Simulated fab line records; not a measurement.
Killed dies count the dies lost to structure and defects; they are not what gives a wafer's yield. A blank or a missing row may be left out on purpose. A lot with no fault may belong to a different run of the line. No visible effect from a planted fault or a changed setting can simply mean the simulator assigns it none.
Code-filled problem report in 8D (eight disciplines) form || flow n5Finfet || the parts of the form that need people (team, actions taken, sign-off) are left out

== 1. WHAT IS WRONG ==
At N5_BEOL_M11_ETCH_62, biasW averages 157.6 W over 6 wafers from 2 lots, while fault-free wafers read 150.1 W, standard deviation 0.45. Relative to the usual mean, that is a shift of +17 standard deviations.
The step: etches SOC in N2/H2, target depth 110 nm, overetch 22 nm, time 165 s.
Seen first at day 12 14:02 on rieDiel-03, wafer L639.3. Wafers with a number at this step in the record: 33, from 11 lots. Rule for "out" (also "out of limits"): further than 4 standard deviations from the usual mean. Any other wafer with a number is counted as sound.

== 2. WHAT IT IS, AND WHAT IT ISN'T ==
{"question": "which readings at this step", "is": "biasW, rfVppV", "is not": "drypumpMotorCurrentA, showerheadPlenumPTorr, throttleValvePct"}
{"question": "which lots", "is": "L639, L640", "is not": "L630, L631, L638, L641, L642, L643, L645, L647, L648"}
{"question": "which wafers of those lots", "is": "all that have a number", "is not": "-"}
{"question": "read on which tools", "is": "rieDiel-03", "is not": "rieDiel-01, rieDiel-05"}
{"question": "when", "is": "from day 12 14:02", "is not": "up to then (9 sound wafers); but 18 sound wafers of L641, L642, L643, L645, L647, L648 came after"}

== 3. SUSPECTS, AND WHAT RULES EACH OUT ==
Counting: a tool at any process step up to the reading remains a suspect when it ran all the lots that are out and ran no sound lot after the first of those.
- rieDiel-03 at N5_BEOL_M11_ETCH_62 (etches SOC in N2/H2, target depth 110 nm, overetch 22 nm, time 165 s): kept. Every lot that is out went through it, starting with L639 (day 12 14:02), and after that it ran no sound lot; the last sound lot it ran before then is L638 (day 12 05:08). On those wafers its own readings are out: biasW, rfVppV.
After counting, what remains is rieDiel-03 at N5_BEOL_M11_ETCH_62.

== 4. THE CAUSE (what the simulator had put in) ==
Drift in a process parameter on rieDiel-03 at N5_BEOL_M11_ETCH_62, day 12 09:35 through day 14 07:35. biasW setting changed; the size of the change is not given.
After counting, this tool was the only one left.

== 5. THE EFFECT CHAIN, in route order ==
Rows list readings where the struck wafers' mean (over those with a number) sits beyond 3 standard deviations from the usual. Only readings for which the record gives a usual standard deviation are gone through. hours: the time from each lot's start at the first step in this table that gives one to its start at this step, as a median over the lots. sigmas: the change in usual standard deviations.
{"hours": 0, "step": "N5_BEOL_M11_ETCH_62", "reading": "biasW", "usual": "150.1 W", "on struck wafers": 157.6, "change": "+7.5", "sigmas": "+17"}
{"hours": 0, "step": "N5_BEOL_M11_ETCH_62", "reading": "rfVppV", "usual": "524 V", "on struck wafers": 543, "change": "+19", "sigmas": "+5.9"}
Process steps it contains:
- N5_BEOL_M11_ETCH_62: etches SOC in N2/H2, target depth 110 nm, overetch 22 nm, time 165 s.

== 6. WHAT WOULD HAVE CAUGHT IT SOONER ==
In this record no reading fell out of limits until day 12 14:02, 4 hours after the fault had begun at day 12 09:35.
